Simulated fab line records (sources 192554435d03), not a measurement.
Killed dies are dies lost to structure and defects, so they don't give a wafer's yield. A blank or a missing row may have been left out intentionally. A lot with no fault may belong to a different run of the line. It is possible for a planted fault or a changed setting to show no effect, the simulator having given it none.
The same fault as seen by 2 desks | flow n5 finfet | every desk sees just its own numbers, and what lay behind them comes last

== FOR THE TOOL OWNER'S DESK: pvd sputter-03 ==
The tool's own readings at N5_BEOL_M8_SPUTTER_48 (material Cu, target thk 10 nm, time 1.667 s): means of the sampled wafers that have a number, for each lot that ran on this tool. The brackets show how far a lot's mean lies from the usual mean; more than 4 standard deviations puts the lot out of limits, marked OUT.
Columns: A = chamber pressure pa at N5_BEOL_M8_SPUTTER_48, usual 0.12999 Pa; B = throttle valve pct at N5_BEOL_M8_SPUTTER_48, usual 30.5 %
lot  | first seen here | A                 | B
L968 | day 11 00:53    | 0.12994           | 29.9
L976 | day 13 05:59    | 0.11886 (-40) OUT | 31.1
L977 | day 14 08:22    | 0.11896 (-39) OUT | 30.4
This desk finds L976, L977 out of limits, L976 being first, at day 13 05:59 (chamber pressure pa at N5_BEOL_M8_SPUTTER_48). L968: within limits.

== FROM THE METROLOGY DESK ==
What the gauges read for every lot (on any tool): the sampled wafers with a number, averaged. The brackets show how far a lot's mean lies from the usual mean; more than 4 standard deviations puts the lot out of limits, marked OUT.
Columns: A = trench depth nm at N5_BEOL_M8_OCD_MEAS_38, usual 94.1 nm; B = cd nm at N5_BEOL_M8_CD_MEAS_35, usual 40.1 nm
lot  | first seen here | A    | B
L966 | day 10 10:59    | 91.5 | 40.2
L968 | day 10 23:31    | 94.0 | 39.9
L976 | day 13 00:40    | 94.4 | 40.4
L977 | day 14 06:15    | 95.0 | 40.5
L987 | day 15 12:13    | 94.4 | 40.0
L989 | day 17 11:50    | 93.0 | 40.3
Result from this desk: across the 6 lots, nothing is out of limits.

== TAKEN TOGETHER ==
The tool owner's desk had the chance to raise an alarm at day 13 05:59 on L976, L977.
Metrology desk: nothing out of limits seen.
The metrology desk holds a record of L976, L977, inside its limits.
Of the lots named, all ran N5_BEOL_M8_SPUTTER_48 on pvd sputter-03.

== WHAT THE SIMULATOR PUT IN ==
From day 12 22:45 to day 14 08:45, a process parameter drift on pvd sputter-03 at N5_BEOL_M8_SPUTTER_48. Setting chamber pressure pa, moved by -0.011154, from 0.13. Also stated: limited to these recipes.
Lots struck among those shown: L976, L977.
Time in hours from fault onset to the first out-of-limits reading at each desk: the tool owner's desk, 7.
